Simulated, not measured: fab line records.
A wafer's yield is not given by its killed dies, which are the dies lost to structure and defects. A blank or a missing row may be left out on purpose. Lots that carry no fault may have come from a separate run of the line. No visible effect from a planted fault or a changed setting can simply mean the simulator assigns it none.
Which of the tools did it? || flow nandHarc || 39 wafers from 13 lots sampled at 5 of the route's 1302 steps

WHAT THE GAUGES READ, wafer by wafer
NHARC_END_SORT_01. Usual: killedAtArray 55, standard deviation 15; killedAtOther 1.0, standard deviation 1.2; killedAtPeriphery 3.4, standard deviation 2.2; killedDies 59, standard deviation 15; killedOpen 3.2, standard deviation 2; killedShort 2.5, standard deviation 1.7.
{"lot": "L885", "measured": "day 28 01:58", "on": "prober-02", "killedAtArray": "668 668 667", "killedAtOther": "3 5 4", "killedAtPeriphery": "6 4 6", "killedDies": "677 677 677", "killedOpen": "5 0 4", "killedShort": "2 3 0", "flag": "OFF"}
{"lot": "L884", "measured": "day 28 08:52", "on": "prober-01", "killedAtArray": "675 676 674", "killedAtOther": "0 0 1", "killedAtPeriphery": "2 1 2", "killedDies": "677 677 677", "killedOpen": "3 4 4", "killedShort": "4 3 2", "flag": "OFF"}
{"lot": "L886", "measured": "day 29 05:34", "on": "prober-01", "killedAtArray": "671 673 673", "killedAtOther": "0 0 0", "killedAtPeriphery": "6 4 4", "killedDies": "677 677 677", "killedOpen": "2 1 0", "killedShort": "6 1 1", "flag": "OFF"}

TOOL THAT RAN EACH LOT (tool first, then ch and the chambers of the sampled wafers, then the start)
{"lot": "L876", "NHARC_A_CHANNEL_HOLE_D1_ETCH_25": "harEtch-02 ch 0,1, day 8 11:14", "NHARC_A_CHANNEL_FILL_D1_ALD_14": "aldHk-03 ch 1,2,3, day 8 21:17", "NHARC_A_DECK1_JOINT_ETCHBACK_07": "rieSi-06 ch 0,2,3, day 10 15:54", "NHARC_A_DECK1_JOINT_CVD_34": "lpcvd-02 ch 0, day 11 05:56"}
{"lot": "L878", "NHARC_A_CHANNEL_HOLE_D1_ETCH_25": "harEtch-01 ch 0,1, day 9 03:25", "NHARC_A_CHANNEL_FILL_D1_ALD_14": "aldHk-03 ch 1,2,3, day 9 17:58", "NHARC_A_DECK1_JOINT_ETCHBACK_07": "rieSi-05 ch 0,1,2, day 11 11:59", "NHARC_A_DECK1_JOINT_CVD_34": "lpcvd-01 ch 1, day 12 01:59"}
{"lot": "L880", "NHARC_A_CHANNEL_HOLE_D1_ETCH_25": "harEtch-01 ch 0,1, day 10 03:04", "NHARC_A_CHANNEL_FILL_D1_ALD_14": "aldHk-03 ch 0,2,3, day 10 13:12", "NHARC_A_DECK1_JOINT_ETCHBACK_07": "rieSi-05 ch 1,2, day 12 06:54", "NHARC_A_DECK1_JOINT_CVD_34": "lpcvd-01 ch 1, day 12 20:49"}
{"lot": "L882", "NHARC_A_CHANNEL_HOLE_D1_ETCH_25": "harEtch-01 ch 0,1, day 10 22:50", "NHARC_A_CHANNEL_FILL_D1_ALD_14": "aldHk-02 ch 0,1,3, day 11 12:51", "NHARC_A_DECK1_JOINT_ETCHBACK_07": "rieSi-05 ch 1,2,3, day 13 05:52", "NHARC_A_DECK1_JOINT_CVD_34": "lpcvd-02 ch 1, day 13 20:05"}
{"lot": "L883", "NHARC_A_CHANNEL_HOLE_D1_ETCH_25": "harEtch-01 ch 0,1, day 11 17:21", "NHARC_A_CHANNEL_FILL_D1_ALD_14": "aldHk-02 ch 2,3, day 12 03:00", "NHARC_A_DECK1_JOINT_ETCHBACK_07": "rieSi-06 ch 0,2,3, day 13 19:43", "NHARC_A_DECK1_JOINT_CVD_34": "lpcvd-01 ch 1, day 14 09:43"}
{"lot": "L885", "NHARC_A_CHANNEL_HOLE_D1_ETCH_25": "harEtch-01 ch 0,1, day 12 06:33", "NHARC_A_CHANNEL_FILL_D1_ALD_14": "aldHk-01 ch 0,2,3, day 12 16:47", "NHARC_A_DECK1_JOINT_ETCHBACK_07": "rieSi-05 ch 0,1, day 14 11:55", "NHARC_A_DECK1_JOINT_CVD_34": "lpcvd-01 ch 0, day 15 02:01"}
{"lot": "L884", "NHARC_A_CHANNEL_HOLE_D1_ETCH_25": "harEtch-02 ch 0,1, day 12 08:44", "NHARC_A_CHANNEL_FILL_D1_ALD_14": "aldHk-03 ch 1,2,3, day 12 16:49", "NHARC_A_DECK1_JOINT_ETCHBACK_07": "rieSi-06 ch 1,2,3, day 14 11:57", "NHARC_A_DECK1_JOINT_CVD_34": "lpcvd-01 ch 0, day 15 02:01"}
{"lot": "L886", "NHARC_A_CHANNEL_HOLE_D1_ETCH_25": "harEtch-01 ch 0,1, day 12 22:07", "NHARC_A_CHANNEL_FILL_D1_ALD_14": "aldHk-01 ch 2,3, day 13 08:12", "NHARC_A_DECK1_JOINT_ETCHBACK_07": "rieSi-05 ch 1,2, day 15 02:29", "NHARC_A_DECK1_JOINT_CVD_34": "lpcvd-01 ch 0, day 16 01:02"}
{"lot": "L890", "NHARC_A_CHANNEL_HOLE_D1_ETCH_25": "harEtch-01 ch 0,1, day 14 15:02", "NHARC_A_CHANNEL_FILL_D1_ALD_14": "aldHk-01 ch 0,1, day 15 01:04", "NHARC_A_DECK1_JOINT_ETCHBACK_07": "rieSi-05 ch 0,2, day 16 18:00", "NHARC_A_DECK1_JOINT_CVD_34": "lpcvd-01 ch 0, day 17 08:07"}
{"lot": "L894", "NHARC_A_CHANNEL_HOLE_D1_ETCH_25": "harEtch-01 ch 1, day 16 00:22", "NHARC_A_CHANNEL_FILL_D1_ALD_14": "aldHk-03 ch 0,1,3, day 16 10:29", "NHARC_A_DECK1_JOINT_ETCHBACK_07": "rieSi-05 ch 0,1, day 18 05:50", "NHARC_A_DECK1_JOINT_CVD_34": "lpcvd-01 ch 0, day 18 19:52"}
{"lot": "L895", "NHARC_A_CHANNEL_HOLE_D1_ETCH_25": "harEtch-01 ch 0, day 16 16:56", "NHARC_A_CHANNEL_FILL_D1_ALD_14": "aldHk-03 ch 1,2, day 17 03:00", "NHARC_A_DECK1_JOINT_ETCHBACK_07": "rieSi-05 ch 0,1,2, day 18 21:50", "NHARC_A_DECK1_JOINT_CVD_34": "lpcvd-01 ch 0, day 19 11:52"}
{"lot": "L897", "NHARC_A_CHANNEL_HOLE_D1_ETCH_25": "harEtch-01 ch 0,1, day 17 07:58", "NHARC_A_CHANNEL_FILL_D1_ALD_14": "aldHk-01 ch 0,2, day 17 17:51", "NHARC_A_DECK1_JOINT_ETCHBACK_07": "rieSi-05 ch 1,2, day 19 10:42", "NHARC_A_DECK1_JOINT_CVD_34": "lpcvd-01 ch 1, day 20 04:17"}
{"lot": "L898", "NHARC_A_CHANNEL_HOLE_D1_ETCH_25": "harEtch-02 ch 0,1, day 17 18:31", "NHARC_A_CHANNEL_FILL_D1_ALD_14": "aldHk-02 ch 0,2,3, day 18 04:29", "NHARC_A_DECK1_JOINT_ETCHBACK_07": "rieSi-06 ch 0,2, day 19 22:29", "NHARC_A_DECK1_JOINT_CVD_34": "lpcvd-02 ch 1, day 20 13:24"}
- NHARC_A_CHANNEL_HOLE_D1_ETCH_25: etches the open film in C4F8/O2/Ar, time 1040.2 s, target depth 1500 nm.
- NHARC_A_CHANNEL_FILL_D1_ALD_14: deposits SiO2, target thk 2.5 nm, pulse time 10 s, ald cycles 25.
- NHARC_A_DECK1_JOINT_ETCHBACK_07: etches the open film in HBr, target depth 105 nm, time 26.9 s.
- NHARC_A_DECK1_JOINT_CVD_34: deposits SiNx, target thk 20 nm.

WHAT THE TOOLS THEMSELVES READ (means of the sampled wafers that have a number; where no wafer has one, the mark that the record gives instead)
NHARC_A_CHANNEL_HOLE_D1_ETCH_25. Usual: drypumpMotorCurrentA 5.85 A, standard deviation 0.14; oesAirLineAu 1.003 a.u., standard deviation 0.02; showerheadPlenumPTorr 3.60 Torr, standard deviation 0.14; throttleValvePct 32.235 %, standard deviation 0.01.
{"lot": "L876", "tool": "harEtch-02", "drypumpMotorCurrentA (A)": 5.73, "oesAirLineAu (a.u.)": 1.009, "showerheadPlenumPTorr (Torr)": 3.47, "throttleValvePct (%)": 32.247, "flag": ""}
{"lot": "L878", "tool": "harEtch-01", "drypumpMotorCurrentA (A)": 5.80, "oesAirLineAu (a.u.)": 1.023, "showerheadPlenumPTorr (Torr)": 3.60, "throttleValvePct (%)": 32.235, "flag": ""}
{"lot": "L880", "tool": "harEtch-01", "drypumpMotorCurrentA (A)": 5.85, "oesAirLineAu (a.u.)": 1.019, "showerheadPlenumPTorr (Torr)": 3.59, "throttleValvePct (%)": 32.234, "flag": ""}
{"lot": "L882", "tool": "harEtch-01", "drypumpMotorCurrentA (A)": 5.90, "oesAirLineAu (a.u.)": 1.009, "showerheadPlenumPTorr (Torr)": 3.65, "throttleValvePct (%)": 32.227, "flag": ""}
{"lot": "L883", "tool": "harEtch-01", "drypumpMotorCurrentA (A)": 5.90, "oesAirLineAu (a.u.)": 1.002, "showerheadPlenumPTorr (Torr)": 3.65, "throttleValvePct (%)": 32.236, "flag": ""}
{"lot": "L885", "tool": "harEtch-01", "drypumpMotorCurrentA (A)": 5.84, "oesAirLineAu (a.u.)": 0.989, "showerheadPlenumPTorr (Torr)": 3.57, "throttleValvePct (%)": 32.225, "flag": ""}
{"lot": "L884", "tool": "harEtch-02", "drypumpMotorCurrentA (A)": 5.83, "oesAirLineAu (a.u.)": 1.007, "showerheadPlenumPTorr (Torr)": 3.49, "throttleValvePct (%)": 32.243, "flag": ""}
{"lot": "L886", "tool": "harEtch-01", "drypumpMotorCurrentA (A)": 5.81, "oesAirLineAu (a.u.)": 1.007, "showerheadPlenumPTorr (Torr)": 3.57, "throttleValvePct (%)": 32.248, "flag": ""}
{"lot": "L890", "tool": "harEtch-01", "drypumpMotorCurrentA (A)": 5.90, "oesAirLineAu (a.u.)": 0.989, "showerheadPlenumPTorr (Torr)": 3.62, "throttleValvePct (%)": 32.231, "flag": ""}
{"lot": "L894", "tool": "harEtch-01", "drypumpMotorCurrentA (A)": 5.72, "oesAirLineAu (a.u.)": 0.997, "showerheadPlenumPTorr (Torr)": 3.49, "throttleValvePct (%)": 32.232, "flag": ""}
{"lot": "L895", "tool": "harEtch-01", "drypumpMotorCurrentA (A)": 6.02, "oesAirLineAu (a.u.)": 1.019, "showerheadPlenumPTorr (Torr)": 3.67, "throttleValvePct (%)": 32.220, "flag": ""}
{"lot": "L897", "tool": "harEtch-01", "drypumpMotorCurrentA (A)": 5.83, "oesAirLineAu (a.u.)": 0.986, "showerheadPlenumPTorr (Torr)": 3.54, "throttleValvePct (%)": 32.233, "flag": ""}
{"lot": "L898", "tool": "harEtch-02", "drypumpMotorCurrentA (A)": 5.84, "oesAirLineAu (a.u.)": 0.991, "showerheadPlenumPTorr (Torr)": 3.92, "throttleValvePct (%)": 32.240, "flag": ""}

NHARC_A_CHANNEL_FILL_D1_ALD_14. Usual: heaterPowerW 464 W, standard deviation 60; precursorPulseHeightRel 1.001, standard deviation 0.019.
{"lot": "L876", "tool": "aldHk-03", "heaterPowerW (W)": 470, "precursorPulseHeightRel": 0.983, "flag": ""}
{"lot": "L878", "tool": "aldHk-03", "heaterPowerW (W)": 466, "precursorPulseHeightRel": 0.997, "flag": ""}
{"lot": "L880", "tool": "aldHk-03", "heaterPowerW (W)": 461, "precursorPulseHeightRel": 0.996, "flag": ""}
{"lot": "L882", "tool": "aldHk-02", "heaterPowerW (W)": 474, "precursorPulseHeightRel": 1.013, "flag": ""}
{"lot": "L883", "tool": "aldHk-02", "heaterPowerW (W)": 439, "precursorPulseHeightRel": 1.016, "flag": ""}
{"lot": "L885", "tool": "aldHk-01", "heaterPowerW (W)": 438, "precursorPulseHeightRel": 0.987, "flag": ""}
{"lot": "L884", "tool": "aldHk-03", "heaterPowerW (W)": 455, "precursorPulseHeightRel": 1.014, "flag": ""}
{"lot": "L886", "tool": "aldHk-01", "heaterPowerW (W)": 451, "precursorPulseHeightRel": 1.017, "flag": ""}
{"lot": "L890", "tool": "aldHk-01", "heaterPowerW (W)": 440, "precursorPulseHeightRel": 0.982, "flag": ""}
{"lot": "L894", "tool": "aldHk-03", "heaterPowerW (W)": 451, "precursorPulseHeightRel": 1.011, "flag": ""}
{"lot": "L895", "tool": "aldHk-03", "heaterPowerW (W)": 434, "precursorPulseHeightRel": 0.999, "flag": ""}
{"lot": "L897", "tool": "aldHk-01", "heaterPowerW (W)": 397, "precursorPulseHeightRel": 0.984, "flag": ""}
{"lot": "L898", "tool": "aldHk-02", "heaterPowerW (W)": 468, "precursorPulseHeightRel": 0.990, "flag": ""}

NHARC_A_DECK1_JOINT_ETCHBACK_07. Usual: drypumpMotorCurrentA 5.6 A, standard deviation 0.42; oesProductAu 0.997 a.u., standard deviation 0.01; throttleValvePct 23.265 %, standard deviation 0.0092.
{"lot": "L876", "tool": "rieSi-06", "drypumpMotorCurrentA (A)": 5.8, "oesProductAu (a.u.)": 1.001, "throttleValvePct (%)": 23.265, "flag": ""}
{"lot": "L878", "tool": "rieSi-05", "drypumpMotorCurrentA (A)": 5.6, "oesProductAu (a.u.)": 0.991, "throttleValvePct (%)": 23.265, "flag": ""}
{"lot": "L880", "tool": "rieSi-05", "drypumpMotorCurrentA (A)": 5.6, "oesProductAu (a.u.)": 0.986, "throttleValvePct (%)": 23.262, "flag": ""}
{"lot": "L882", "tool": "rieSi-05", "drypumpMotorCurrentA (A)": 5.6, "oesProductAu (a.u.)": 0.995, "throttleValvePct (%)": 23.261, "flag": ""}
{"lot": "L883", "tool": "rieSi-06", "drypumpMotorCurrentA (A)": 5.7, "oesProductAu (a.u.)": 1.011, "throttleValvePct (%)": 23.266, "flag": ""}
{"lot": "L885", "tool": "rieSi-05", "drypumpMotorCurrentA (A)": 5.5, "oesProductAu (a.u.)": 1.001, "throttleValvePct (%)": 23.263, "flag": ""}
{"lot": "L884", "tool": "rieSi-06", "drypumpMotorCurrentA (A)": 5.4, "oesProductAu (a.u.)": 0.989, "throttleValvePct (%)": 23.266, "flag": ""}
{"lot": "L886", "tool": "rieSi-05", "drypumpMotorCurrentA (A)": 5.8, "oesProductAu (a.u.)": 0.985, "throttleValvePct (%)": 23.268, "flag": ""}
{"lot": "L890", "tool": "rieSi-05", "drypumpMotorCurrentA (A)": 5.5, "oesProductAu (a.u.)": 0.992, "throttleValvePct (%)": 23.267, "flag": ""}
{"lot": "L894", "tool": "rieSi-05", "drypumpMotorCurrentA (A)": 5.5, "oesProductAu (a.u.)": 0.995, "throttleValvePct (%)": 23.266, "flag": ""}
{"lot": "L895", "tool": "rieSi-05", "drypumpMotorCurrentA (A)": 5.6, "oesProductAu (a.u.)": 0.994, "throttleValvePct (%)": 23.271, "flag": ""}
{"lot": "L897", "tool": "rieSi-05", "drypumpMotorCurrentA (A)": 5.8, "oesProductAu (a.u.)": 0.994, "throttleValvePct (%)": 23.266, "flag": ""}
{"lot": "L898", "tool": "rieSi-06", "drypumpMotorCurrentA (A)": 6.0, "oesProductAu (a.u.)": 1.012, "throttleValvePct (%)": 23.258, "flag": ""}

NHARC_A_DECK1_JOINT_CVD_34. Usual: pressureMtorr 299.9 mTorr, standard deviation 0.57; spikeTcBottomC 718.7 C, standard deviation 2.2.
{"lot": "L876", "tool": "lpcvd-02", "pressureMtorr (mTorr)": 299.5, "spikeTcBottomC (C)": 723.8, "flag": ""}
{"lot": "L878", "tool": "lpcvd-01", "pressureMtorr (mTorr)": 299.9, "spikeTcBottomC (C)": 717.3, "flag": ""}
{"lot": "L880", "tool": "lpcvd-01", "pressureMtorr (mTorr)": 299.3, "spikeTcBottomC (C)": 717.0, "flag": ""}
{"lot": "L882", "tool": "lpcvd-02", "pressureMtorr (mTorr)": 300.0, "spikeTcBottomC (C)": 720.5, "flag": ""}
{"lot": "L883", "tool": "lpcvd-01", "pressureMtorr (mTorr)": 299.5, "spikeTcBottomC (C)": 716.2, "flag": ""}
{"lot": "L885", "tool": "lpcvd-01", "pressureMtorr (mTorr)": "-", "spikeTcBottomC (C)": "-", "flag": "OFF"}
{"lot": "L884", "tool": "lpcvd-01", "pressureMtorr (mTorr)": "-", "spikeTcBottomC (C)": "-", "flag": "OFF"}
{"lot": "L886", "tool": "lpcvd-01", "pressureMtorr (mTorr)": "-", "spikeTcBottomC (C)": "-", "flag": "OFF"}
{"lot": "L890", "tool": "lpcvd-01", "pressureMtorr (mTorr)": 300.0, "spikeTcBottomC (C)": 718.1, "flag": ""}
{"lot": "L894", "tool": "lpcvd-01", "pressureMtorr (mTorr)": 300.3, "spikeTcBottomC (C)": 719.0, "flag": ""}
{"lot": "L895", "tool": "lpcvd-01", "pressureMtorr (mTorr)": 300.3, "spikeTcBottomC (C)": 719.1, "flag": ""}
{"lot": "L897", "tool": "lpcvd-01", "pressureMtorr (mTorr)": 299.5, "spikeTcBottomC (C)": 717.7, "flag": ""}
{"lot": "L898", "tool": "lpcvd-02", "pressureMtorr (mTorr)": 299.7, "spikeTcBottomC (C)": 720.3, "flag": ""}

THE ANSWER, worked out from the rows above alone
Rule: take the mean of a lot's wafers that have a number; if it is more than 3 standard deviations from the usual mean, the lot is off. A lot without any number at a reading at which 4 lots or more have one is off too. Any other lot the step has rows for is counted as sound. After the gauges, taken in route order, come the tools' own readings; for these a lot's mean is taken, as printed above. At the first step where some lot is off, the reading lying furthest off is the one used; lots without a number count as furthest.
Off at NHARC_END_SORT_01 (killedAtArray): L885, L884, L886. Neither off nor sound, because the step has no rows for them: L876, L878, L880, L882, L883, L890, L894, L895, L897, L898.
If a tool, at a process step before that reading, ran all the lots that are off and no sound lot after the first of them, it fits. Not tried: the gauges at NHARC_END_SORT_01; whatever is off there is also off at NHARC_A_DECK1_JOINT_CVD_34, on other tools, and gauge error can't account for it. One candidate fits, namely lpcvd-01 at NHARC_A_DECK1_JOINT_CVD_34. It ran no sound lot before its first lot that is off in this sample, so the start can't be narrowed down.

WHAT HAD BEEN PUT IN BY THE SIMULATOR
At NHARC_A_DECK1_JOINT_CVD_34, the step was skipped entirely on lpcvd-01 from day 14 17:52 on. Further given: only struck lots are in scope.
Struck lots among those shown: L885, L884, L886. The rule above reached the same finding.
